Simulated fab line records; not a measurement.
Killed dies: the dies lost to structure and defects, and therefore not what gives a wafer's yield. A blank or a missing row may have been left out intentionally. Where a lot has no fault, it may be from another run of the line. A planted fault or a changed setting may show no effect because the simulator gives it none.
A lot that was struck, set against a sound lot ; flow nand harc ; 41 steps out of a route of 1159
Sound: wafers L520.1, L520.5, L520.6. Struck: wafers L529.3, L529.4, L529.5. At the end, the cause is stated.
At each step with rows: each side's tool, then ch and its chambers, then its first start. Under that, the readings that differ: sound wafers ; struck wafers ; difference of the means ; sigmas: that difference in standard deviations of wafers without a fault.
alike: a reading whose means differ by less than 2 such deviations, as well as words and numbers matching on both sides. not compared: withheld readings; readings where some wafer has no value; bounds like >300 that might hide an equal value; numbers whose values overlap and for which the record gives no deviation.
The two part at a step that has a row with sigmas, a row that says differs or no value, or rows on one side only. Numbers that don't overlap but have no deviation are shown without sigmas and don't part them. A reading that every wafer of one side lacks parts them only if that side has two wafers or more.

NHARC_A_M1_INSPECT_11:
  struck on defect inspect-01, day 22 04:53; sound on defect inspect-01, day 19 18:00
reading;sound;struck;difference;sigmas
raw defect count;23 30 33;52 52 64;+27;+2
then, 3 steps without rows for these wafers: NHARC_A_M1_DESCUM_14 (chemistry O2, time 3 s); NHARC_A_M1_ETCH_35 (etches the open film in N2/H2, target depth 40 nm, overetch 12 nm, time 43.94 s); NHARC_A_M1_ETCH_15 (etches the open film in C4F8/Ar, target depth 182.5 nm, time 91.2 s).
NHARC_A_M1_CD_MEAS_16:
  struck on cd sem-02, day 22 05:15; sound on cd sem-03, day 19 18:25
  alike: cd nm
NHARC_A_M1_STRIP_18: strips in N2/H2.
  sound on rie diel-10 ch 2,3, day 19 18:29; struck on rie diel-05 ch 1,3, day 22 05:19
  alike: drypump motor current A, oes product au, rf vpp V, showerhead plenum p Torr, throttle valve pct
  not compared: rf hours counter h
NHARC_A_M1_ETCH_28: etches the open film in CF4/N2, target depth 30 nm, time 72.99 s.
  sound: rie diel-10 ch 0,3; struck: rie diel-05 ch 1,3
reading;sound;struck;difference;sigmas
drypump motor current A (A);6.1 6.0 6.3;5.1 5.3 5.3;-0.9;-2
  alike: oes product au, rf vpp V, showerhead plenum p Torr, throttle valve pct
  not compared: rf hours counter h
then, 4 steps without rows for these wafers: NHARC_A_M1_STRIP_19 (strips in post etch residue remover, time 600 s); NHARC_A_M1_DEGAS_29 (time 60 s); NHARC_A_M1_PRE_CLEAN_30 (time 30 s); NHARC_A_M1_PVD_20 (deposits TaN, target thk 5 nm, time 8.06 s).
NHARC_A_M1_PVD_21: deposits Cu, target thk 30 nm, time 20.49 s.
  sound on pvd sputter-01; struck on pvd sputter-03
  alike: throttle valve pct
NHARC_A_M1_ECD_22: material Cu, target thk 400 nm.
  sound on ecd cu-02 ch 0,1, day 19 19:32; struck on ecd cu-01 ch 0,1, day 22 06:25
then, 1 step without rows for these wafers: NHARC_A_M1_ANNEAL_31 (time 90 s).
NHARC_A_M1_CMP_23: polishes, t overpolish 20 s, target thk 154.34 nm.
  sound on cmp-02 ch 1,2, day 19 20:13; struck on cmp-03 ch 2,3, day 22 07:04
  alike: motor current A, time to endpoint s
NHARC_A_M1_THK_MEAS_24: measures by xrf.
  struck on film metro-02, day 22 07:22; sound on film metro-01, day 19 20:32
  alike: thk nm
then, 5 steps without rows for these wafers: NHARC_A_M1_SRD_25; NHARC_A_M1_PRE_CLEAN_32 (time 12 s); NHARC_A_M1_DEP_33 (deposits SiCN, target thk 30 nm); NHARC_A_BONDPAD_DEP_00 (deposits SiCN, target thk 250 nm); NHARC_A_BONDPAD_CMP_29 (polishes SiCN, target thk 200 nm).
NHARC_A_BONDPAD_THK_MEAS_30: measures by ellipsometry.
  struck on film metro-02, day 22 08:53; sound on film metro-01, day 19 22:03
  alike: thk nm
then, 10 steps without rows for these wafers: NHARC_A_BONDPAD_SRD_31; NHARC_A_BONDPAD_DEHYDRATE_01 (time 120 s); NHARC_A_BONDPAD_HMDS_02 (time 30 s); NHARC_A_BONDPAD_COAT_33 (time 65 s); NHARC_A_BONDPAD_COAT_03 (resist thk 600 nm); NHARC_A_BONDPAD_SOFTBAKE_04 (time 70 s); NHARC_A_BONDPAD_EBR_05; NHARC_A_BONDPAD_EXPOSE_06 (exposes mask A BPAD); NHARC_A_BONDPAD_PEB_07 (peb time 80 s); NHARC_A_BONDPAD_DEVELOP_08 (time 50 s).
NHARC_A_BONDPAD_CD_MEAS_09 targets a cd of 500 nm.
  sound on cd sem-02 ch 0, day 19 22:37; struck on cd sem-03 ch 0, day 22 09:28
  alike: cd nm
NHARC_A_BONDPAD_OVL_MEAS_35:
  struck on overlay-01, day 22 09:32; sound on overlay-02, day 19 22:42
reading;sound;struck;difference;sigmas
overlay x nm (nm);-14 -14 -14;3 3 2;+17;+3
  alike: overlay y nm
then, 1 step without rows for these wafers: NHARC_A_BONDPAD_HARDBAKE_10 (time 65 s).
NHARC_A_BONDPAD_DESCUM_11: chemistry O2, time 3 s.
  sound on rie diel-03 ch 2,3, day 19 22:50; struck on rie diel-03 ch 1,2, day 22 09:40
  alike: drypump motor current A, oes product au, rf vpp V, showerhead plenum p Torr, throttle valve pct
  not compared: rf hours counter h
then, 2 steps without rows for these wafers: NHARC_A_BONDPAD_ETCH_34 (etches the open film in N2/H2, target depth 60 nm, overetch 18 nm, time 65.91 s); NHARC_A_BONDPAD_ETCH_12 (etches the open film in CHF3/O2, target depth 220 nm, time 110 s).
NHARC_A_BONDPAD_CD_MEAS_13:
  struck on cd sem-02, day 22 09:59; sound on cd sem-03, day 19 23:08
  alike: cd nm
then, 1 step without rows for these wafers: NHARC_A_BONDPAD_STRIP_15 (strips in O2).
NHARC_END_SORT_01:
  at this point the record logs the struck wafers (prober-01 ch 0, day 23 22:44) and has no rows for the sound ones

## WHERE THEY PART
At NHARC_A_M1_INSPECT_11 first; at NHARC_END_SORT_01 last (within this record only).

WHY: whatever the simulator had introduced
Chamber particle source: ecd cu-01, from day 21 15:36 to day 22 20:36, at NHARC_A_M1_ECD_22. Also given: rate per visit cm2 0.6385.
